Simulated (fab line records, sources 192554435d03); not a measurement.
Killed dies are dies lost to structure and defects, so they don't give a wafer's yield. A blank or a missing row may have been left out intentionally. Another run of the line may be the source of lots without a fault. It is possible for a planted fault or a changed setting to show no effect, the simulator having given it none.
8D (eight disciplines) problem report, filled in by code :: flow n5_finfet :: the parts of the form that need people (team, actions taken, sign-off) are left out

== 1. PROBLEM STATEMENT ==
Mean EOT_P at N5_BEOL_M4_RC_MEAS_101: 17.84 over 3 wafers in 2 lots; fault-free wafers: 10.52, standard deviation 0.11. Relative to the usual mean, that is a shift of +67 standard deviations.
Earliest sighting: wafer L287.1 on prober-01 at day 14 14:22. The record has a number at this step for 10 wafers belonging to 4 lots. The rule behind "out" and "out of limits": a value lying over 4 standard deviations away from the usual mean. The other wafers with a number count as sound.

== 2. WHAT IT IS, AND WHAT IT ISN'T ==
question: which readings at this step
is: EOT_P, DIBL_N, DIBL_P, EOT_N, IGATE_N, IGATE_P, IOFF_N, IOFF_N_85C, IOFF_N_LIN, IOFF_P, IOFF_P_85C, IOFF_P_LIN, ION_N, ION_P, VT_P_LVT
is not: -

question: which lots
is: L287, L290
is not: L279, L281

question: which wafers of those lots
is: L287.1, L287.6, L290.6
is not: L290.2

question: read on which gauges
is: prober-01
is not: prober-02

question: when
is: from day 14 14:22
is not: up to then (6 sound wafers); but 1 sound wafer of L290 came after

== 3. THE SUSPECTS, EACH WITH WHAT RULES IT OUT ==
Counting: a tool at a process step up to the reading stays a suspect if it ran every lot that is out. Sound lots after the first of them don't rule it out here, since some wafers of a struck lot are sound.
- the gauge at N5_BEOL_M4_RC_MEAS_101: kept. All the wafers that are out were read on prober-01, and no step on other tools shows them out.
- ald_sin-04 at N5_DUMMY_GATE_ALD_02 (deposits SiO2, target thk 2 nm, pulse time 1 s): kept. Ran every lot that is out, first one L287 (day 7 13:41); last sound lot up to then L281 (day 6 02:05).
- Within ald_sin-04 at N5_DUMMY_GATE_ALD_02, the wafers that are out were processed in chamber 1 and their sound lot-mates in chamber 3.
Left after counting: ald_sin-04 at N5_DUMMY_GATE_ALD_02, prober-01 at N5_BEOL_M4_RC_MEAS_101.

== 4. THE CAUSE (what the simulator had put in) ==
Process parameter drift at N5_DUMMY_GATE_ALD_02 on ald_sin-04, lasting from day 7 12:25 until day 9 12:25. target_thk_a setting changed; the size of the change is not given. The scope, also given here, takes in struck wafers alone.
This tool is one of the 2 suspects left after counting.

== 5. THE CHAIN OF EFFECTS, in route order ==
Rows list readings where the struck wafers' mean (over those with a number) sits beyond 3 standard deviations from the usual. Only readings whose record carries a usual standard deviation are examined. hours: median over the lots of the time between each lot's start at the first step of this table that gives one and its start at this step. sigmas: the change, counted in usual standard deviations.
hours: 0
step: N5_BEOL_M4_RC_MEAS_101
reading: DIBL_N
usual: 36.4 mV/V
on struck wafers: 50.5
change: +14.1
sigmas: +6.4

hours: 0
step: N5_BEOL_M4_RC_MEAS_101
reading: DIBL_P
usual: 36.3 mV/V
on struck wafers: 53.4
change: +17.1
sigmas: +6.9

hours: 0
step: N5_BEOL_M4_RC_MEAS_101
reading: EOT_N
usual: 10.56
on struck wafers: 17.87
change: +7.31
sigmas: +66

hours: 0
step: N5_BEOL_M4_RC_MEAS_101
reading: EOT_P
usual: 10.52
on struck wafers: 17.84
change: +7.32
sigmas: +67

hours: 0
step: N5_BEOL_M4_RC_MEAS_101
reading: IGATE_N
usual: 0.0122 nA/um
on struck wafers: 0.0000
change: -0.0122
sigmas: -5.3

hours: 0
step: N5_BEOL_M4_RC_MEAS_101
reading: IGATE_P
usual: 0.0037 nA/um
on struck wafers: 0.0000
change: -0.0037
sigmas: -5.4

hours: 0
step: N5_BEOL_M4_RC_MEAS_101
reading: IOFF_N
usual: 0.17 nA/um
on struck wafers: 0.57
change: +0.40
sigmas: +7.6

hours: 0
step: N5_BEOL_M4_RC_MEAS_101
reading: IOFF_N_85C
usual: 3.3 nA/um
on struck wafers: 8.8
change: +5.5
sigmas: +6.8

hours: 0
step: N5_BEOL_M4_RC_MEAS_101
reading: IOFF_N_LIN
usual: 0.076 nA/um
on struck wafers: 0.273
change: +0.197
sigmas: +12

hours: 0
step: N5_BEOL_M4_RC_MEAS_101
reading: IOFF_P
usual: 0.23 nA/um
on struck wafers: 0.77
change: +0.54
sigmas: +11

hours: 0
step: N5_BEOL_M4_RC_MEAS_101
reading: IOFF_P_85C
usual: 3.9 nA/um
on struck wafers: 10.7
change: +6.8
sigmas: +9.9

hours: 0
step: N5_BEOL_M4_RC_MEAS_101
reading: IOFF_P_LIN
usual: 0.106 nA/um
on struck wafers: 0.388
change: +0.282
sigmas: +17

hours: 0
step: N5_BEOL_M4_RC_MEAS_101
reading: ION_N
usual: 674 uA/um
on struck wafers: 574
change: -100
sigmas: -5.9

hours: 0
step: N5_BEOL_M4_RC_MEAS_101
reading: ION_P
usual: 464 uA/um
on struck wafers: 404
change: -60
sigmas: -5.5

hours: 0
step: N5_BEOL_M4_RC_MEAS_101
reading: SS_P
usual: 73.3 mV/dec
on struck wafers: 76.1
change: +2.8
sigmas: +3.4

hours: 0
step: N5_BEOL_M4_RC_MEAS_101
reading: VT_N
usual: 250 mV
on struck wafers: 235
change: -15
sigmas: -3.7

hours: 0
step: N5_BEOL_M4_RC_MEAS_101
reading: VT_N_LVT
usual: 99 mV
on struck wafers: 85
change: -14
sigmas: -3.7

hours: 0
step: N5_BEOL_M4_RC_MEAS_101
reading: VT_P
usual: -249 mV
on struck wafers: -233
change: +16
sigmas: +4.3

hours: 0
step: N5_BEOL_M4_RC_MEAS_101
reading: VT_P_LVT
usual: -98 mV
on struck wafers: -81
change: +17
sigmas: +5.3

hours: 107
step: N5_PASSIVATION_PROBE_49
reading: sort_bin_4_leakage
usual: 0 %
on struck wafers: 79
change: +79
sigmas: +22

hours: 107
step: N5_PASSIVATION_PROBE_49
reading: sort_bin_8_speed
usual: 0.3 %
on struck wafers: 12.5
change: +12.2
sigmas: +6.8

hours: 107
step: N5_PASSIVATION_PROBE_49
reading: sort_n_pass
usual: 1069
on struck wafers: 0
change: -1069
sigmas: -21

hours: 107
step: N5_PASSIVATION_PROBE_49
reading: sort_yield_pct
usual: 91 %
on struck wafers: 0
change: -91
sigmas: -21
It contains these process steps:
- N5_PASSIVATION_PROBE_49

== 6. HOW IT WOULD HAVE BEEN CAUGHT EARLIER ==
170 hours passed between the start of the fault at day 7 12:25 and the first reading out of limits at a measuring or inspecting step in this record, taken at day 14 14:22.
Of the tool readings at N5_DUMMY_GATE_ALD_02 for which the record gives a usual standard deviation, none was out on any struck wafer, so an alarm limit of 4 standard deviations on them would not have fired.
The start of N5_DUMMY_GATE_ALD_02 on ald_sin-04 came by day 14 14:22 for every one of the lots that are out (2). Holding the tool at that point would not have protected any of them.
